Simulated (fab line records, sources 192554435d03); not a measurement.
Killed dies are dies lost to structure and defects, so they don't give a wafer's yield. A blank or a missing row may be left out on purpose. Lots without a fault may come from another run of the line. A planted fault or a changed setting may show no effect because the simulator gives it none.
Chamber matching | flow n5_finfet | N5_MOL_CONTACT_COAG_ETCH_110 on rie_diel-06: 4 sister chambers
The step etches Si in CF4/O2, target depth 2.5 nm, time 8 s. 14 wafers are shown with their chamber, then 7 later ones without.

WAFERS WITH THEIR CHAMBER
wafer  | chamber | throttle_valve_pct (%) | drypump_motor_current_A (A) | showerhead_plenum_p_Torr (Torr)
L086.1 | 3       | 10.71                  | 5.0                         | 2.37
L086.4 | 2       | 11.07                  | 5.3                         | 2.28
L086.5 | 0       | 10.46                  | 5.3                         | 2.27
L087.1 | 1       | 10.50                  | 5.9                         | 2.37
L087.4 | 2       | 11.09                  | 5.4                         | 2.28
L087.5 | 2       | 11.09                  | 5.4                         | 2.28
L091.1 | 1       | 10.51                  | 5.9                         | 2.36
L091.4 | 3       | 10.74                  | 5.0                         | 2.36
L091.6 | 1       | 10.52                  | 5.9                         | 2.36
L092.2 | 0       | 10.48                  | 5.3                         | 2.26
L092.3 | 3       | 10.78                  | 4.9                         | 2.36
L092.6 | 1       | 10.53                  | 5.9                         | 2.36
L093.1 | 1       | 10.54                  | 5.9                         | 2.36
L093.3 | 3       | 10.76                  | 4.9                         | 2.36

SIGNATURES (means of the wafers above)
reading                  | chamber 0 | chamber 1 | chamber 2 | chamber 3 | scatter within a chamber
throttle_valve_pct       | 10.4700   | 10.5200   | 11.0833   | 10.7475   | 0.0204
drypump_motor_current_A  | 5.300     | 5.900     | 5.367     | 4.950     | 0.0408
showerhead_plenum_p_Torr | 2.2650    | 2.3620    | 2.2800    | 2.3625    | 0.00453
Rule: a wafer's distance from a chamber is the root of the sum, over the readings, of the square of ((its reading less the chamber's mean) divided by the reading's scatter). The wafer belongs to the nearest chamber; if the next one is less than 2 further off, it can't be placed. The scatter: the root of (the sum of the squares of (reading less its chamber's mean) over the shown wafers, divided by (wafers less chambers)).

WAFERS WITHOUT THEIR CHAMBER
wafer  | throttle_valve_pct (%) | drypump_motor_current_A (A) | showerhead_plenum_p_Torr (Torr)
L093.5 | 10.52                  | 5.9                         | 2.36
L095.2 | 10.54                  | 5.9                         | 2.36
L095.4 | 10.78                  | 4.9                         | 2.36
L095.5 | 10.55                  | 5.9                         | 2.36
L097.1 | 10.54                  | 5.3                         | 2.26
L097.3 | 10.56                  | 5.9                         | 2.36
L097.4 | 10.53                  | 5.3                         | 2.26

WHICH CHAMBER EACH WENT THROUGH
wafer  | from the rows above | in truth
L093.5 | 1                   | 1
L095.2 | 1                   | 1
L095.4 | 3                   | 3
L095.5 | 1                   | 1
L097.1 | 0                   | 0
L097.3 | 1                   | 1
L097.4 | 0                   | 0
Placed correctly: 7 of 7. Can't be placed from these rows: 0. Placed wrongly: 0.
